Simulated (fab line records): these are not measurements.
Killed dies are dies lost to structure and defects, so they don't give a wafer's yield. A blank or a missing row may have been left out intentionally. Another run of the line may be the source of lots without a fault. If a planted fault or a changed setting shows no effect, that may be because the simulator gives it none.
One fault through the eyes of 3 desks || flow n5_finfet || each desk holds nothing but its own numbers, with what lay behind them at the end

## TOOL OWNER'S DESK, cmp-04
The tool's own readings at N5_SDB_CMP_30 (polishes, stops on poly-Si, t overpolish 1.54 s, target thk 30 nm): means of the sampled wafers that have a number, for each lot that ran on this tool. The brackets show how far a lot's mean lies from the usual mean; more than 4 standard deviations puts the lot out of limits, marked OUT.
Columns: A = motor_current_A at N5_SDB_CMP_30, usual 12.4 A; B = overpolish_run_s at N5_SDB_CMP_30, usual 1.539 s; C = platen_rpm at N5_SDB_CMP_30, usual 51.80 rpm; D = time_to_endpoint_s at N5_SDB_CMP_30, usual 17.2 s
{"lot": "L629", "first seen here": "day 3 21:47", "A": 12.8, "B": 1.546, "C": 51.79, "D": 17.7}
{"lot": "L630", "first seen here": "day 4 01:46", "A": 13.2, "B": 1.540, "C": 51.81, "D": 19.5}
{"lot": "L638", "first seen here": "day 6 04:18", "A": 13.3, "B": 1.537, "C": 51.80, "D": 15.5}
{"lot": "L641", "first seen here": "day 6 20:47", "A": 13.5, "B": 1.541, "C": "49.72 (-67) OUT", "D": 17.1}
{"lot": "L647", "first seen here": "day 8 11:12", "A": 13.4, "B": 1.538, "C": "49.73 (-67) OUT", "D": 20.1}
This desk's finding: out of limits on L641, L647; first on L641, day 6 20:47 (platen_rpm at N5_SDB_CMP_30). Within limits: L629, L630, L638.

## AT THE METROLOGY DESK
Lot by lot, what the gauges showed, no matter which tool ran the lot: averages of those sampled wafers that carry a number. The brackets show how far a lot's mean lies from the usual mean; more than 4 standard deviations puts the lot out of limits, marked OUT. It has 11 readings; the 7 that lie furthest out on some lot are the ones shown.
Columns: A = cd_nm at N5_SDB_CD_MEAS_11, usual 49.7 nm; B = DIBL_P at N5_BEOL_M4_RC_MEAS_101, usual 36.0 mV/V; C = IOFF_P at N5_BEOL_M4_RC_MEAS_101, usual 0.21 nA/um; D = ION_N at N5_BEOL_M4_RC_MEAS_101, usual 675 uA/um; E = ION_P at N5_BEOL_M4_RC_MEAS_101, usual 465 uA/um; F = VT_N at N5_BEOL_M4_RC_MEAS_101, usual 250 mV; G = VT_P at N5_BEOL_M4_RC_MEAS_101, usual -249 mV
{"lot": "L629", "first seen here": "day 3 17:44", "A": 51.3, "B": 38.6, "C": 0.24, "D": 684, "E": 469, "F": 245, "G": -248}
{"lot": "L630", "first seen here": "day 3 21:39", "A": 49.6, "B": 34.4, "C": 0.19, "D": 664, "E": 457, "F": 254, "G": -251}
{"lot": "L634", "first seen here": "day 4 23:24", "A": 48.9, "B": 36.9, "C": 0.27, "D": 692, "E": 481, "F": 245, "G": -243}
{"lot": "L636", "first seen here": "day 5 10:13", "A": 50.2, "B": 35.6, "C": 0.22, "D": 668, "E": 466, "F": 252, "G": -247}
{"lot": "L638", "first seen here": "day 5 23:25", "A": 48.3, "B": 35.2, "C": 0.18, "D": 671, "E": 461, "F": 251, "G": -254}
{"lot": "L639", "first seen here": "day 6 06:29", "A": 49.8, "B": 36.6, "C": 0.20, "D": 672, "E": 464, "F": 250, "G": -248}
{"lot": "L641", "first seen here": "day 6 17:10", "A": 49.4, "B": 35.5, "C": 0.18, "D": 675, "E": 456, "F": 251, "G": -255}
{"lot": "L647", "first seen here": "day 8 06:40", "A": 49.8, "B": 36.8, "C": 0.25, "D": 677, "E": 468, "F": 247, "G": -245}
{"lot": "L648", "first seen here": "day 8 14:34", "A": 52.0, "B": 36.6, "C": 0.21, "D": 673, "E": 456, "F": 248, "G": -251}
{"lot": "L651", "first seen here": "day 9 04:52", "A": 49.8, "B": 34.8, "C": 0.22, "D": 673, "E": 472, "F": 249, "G": -247}
This desk found nothing out of limits on any of the 10 lots.

## THE DEFECT DESK
Inspection counts along the route, by lot: the mean over sampled wafers that carry a number. The brackets show how far a lot's mean lies from the usual mean; more than 4 standard deviations puts the lot out of limits, marked OUT.
Columns: A = raw_defect_count at N5_SDB_INSPECT_13, usual 72
{"lot": "L629", "first seen here": "day 3 17:47", "A": 52}
{"lot": "L630", "first seen here": "day 3 21:42", "A": 44}
{"lot": "L634", "first seen here": "day 4 23:27", "A": 63}
{"lot": "L636", "first seen here": "day 5 10:16", "A": 58}
{"lot": "L638", "first seen here": "day 5 23:28", "A": 87}
{"lot": "L639", "first seen here": "day 6 06:32", "A": 55}
{"lot": "L641", "first seen here": "day 6 17:13", "A": 103}
{"lot": "L647", "first seen here": "day 8 06:43", "A": 100}
{"lot": "L648", "first seen here": "day 8 14:37", "A": 40}
{"lot": "L651", "first seen here": "day 9 04:55", "A": 63}
This desk found nothing out of limits on any of the 10 lots.

## TAKEN TOGETHER
On L641, L647, at day 6 20:47, an alarm was possible from the tool owner's desk.
From the metrology desk's view, nothing was out of limits.
No out-of-limits result turned up at the defect desk.
The metrology desk has L641, L647 on record, within its limits.
The defect desk has L641, L647 on record, within its limits.
Of the lots named, all ran N5_SDB_CMP_30 on cmp-04.

## WHAT THE SIMULATOR PUT IN
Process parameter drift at N5_SDB_CMP_30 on cmp-04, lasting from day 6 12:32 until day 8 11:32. A move of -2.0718 in setting platen_rpm, from 51.796. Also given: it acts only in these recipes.
Struck lots among those shown: L641, L647.
Delay in hours, fault start to first out-of-limits reading, by desk: the tool owner's desk at 8.
